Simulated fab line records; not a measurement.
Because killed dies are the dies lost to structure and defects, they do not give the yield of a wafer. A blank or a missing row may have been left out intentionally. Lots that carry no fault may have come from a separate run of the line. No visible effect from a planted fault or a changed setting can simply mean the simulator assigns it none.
Which tool did it? | flow n5_finfet | 12 lots with 36 wafers sampled at 2 steps, on a route of 1938 steps

== WHAT EACH GAUGE READ, for each wafer ==
N5_BEOL_M8_CD_MEAS_35 targets a cd of 40 nm.
lot  | measured     | on        | cd_nm (nm)
L074 | day 9 18:50  | cd_sem-02 | 39.3 40.2 38.9
L077 | day 10 15:43 | cd_sem-01 | 38.9 39.5 38.4
L079 | day 10 18:56 | cd_sem-03 | 39.9 39.1 40.1
L082 | day 11 11:20 | cd_sem-01 | 40.1 39.6 39.2
L084 | day 11 14:32 | cd_sem-02 | 39.7 39.4 39.6
L085 | day 12 12:23 | cd_sem-02 | 40.2 40.1 39.5
L087 | day 13 01:10 | cd_sem-03 | 40.8 38.8 38.8
L089 | day 13 12:04 | cd_sem-03 | 39.9 39.1 40.3
L091 | day 14 00:56 | cd_sem-01 | 39.2 40.6 40.0
L093 | day 14 19:16 | cd_sem-02 | 39.3 38.9 39.0
L095 | day 15 06:42 | cd_sem-01 | 39.7 39.8 40.6
L096 | day 15 10:17 | cd_sem-03 | 39.6 39.6 39.1

== TOOL THAT RAN EACH LOT (tool first, then ch and the chambers of the sampled wafers, then the start) ==
lot  | N5_BEOL_M8_STRIP_80
L074 | rie_diel-04 ch 0,2, day 9 18:50 or earlier
L077 | rie_diel-04 ch 0,3, day 10 15:43 or earlier
L079 | rie_diel-04 ch 0,2,3, day 10 18:56 or earlier
L082 | rie_diel-05 ch 1,2,3, day 11 11:20 or earlier
L084 | rie_diel-04 ch 0,2,3, day 11 14:32 or earlier
L085 | rie_diel-05 ch 0,1, day 12 12:23 or earlier
L087 | rie_diel-05 ch 0,2,3, day 13 01:10 or earlier
L089 | rie_diel-01 ch 1,2,3, day 13 12:04 or earlier
L091 | rie_diel-01 ch 1,2,3, day 14 00:56 or earlier
L093 | rie_diel-05 ch 0,1,3, day 14 19:16 or earlier
L095 | rie_diel-04 ch 0,3, day 15 06:42 or earlier
L096 | rie_diel-04 ch 1,2, day 15 10:17 or earlier
- N5_BEOL_M8_STRIP_80: strips in N2/H2, time 10 s.

== THE ANSWER, worked out from the rows above alone ==
Rule: usual is defined by the lots themselves. The widest of any qualifying gaps counts: lots, ordered by their means at a reading, are off when they make up no more than a third of the lots, leave a main group of 4 or more, and stand apart from it by 3 or more times the standard deviation of that group's means. A main group whose means are all the same, to the digits that the tables above print for the reading, isn't used. A lot without any number at a reading at which 4 lots or more have one is off too. The other lots that the step has rows for count as sound.
No lot is off on any of the readings shown, so nothing can be concluded from this.

== WHAT THE SIMULATOR HAD INSERTED ==
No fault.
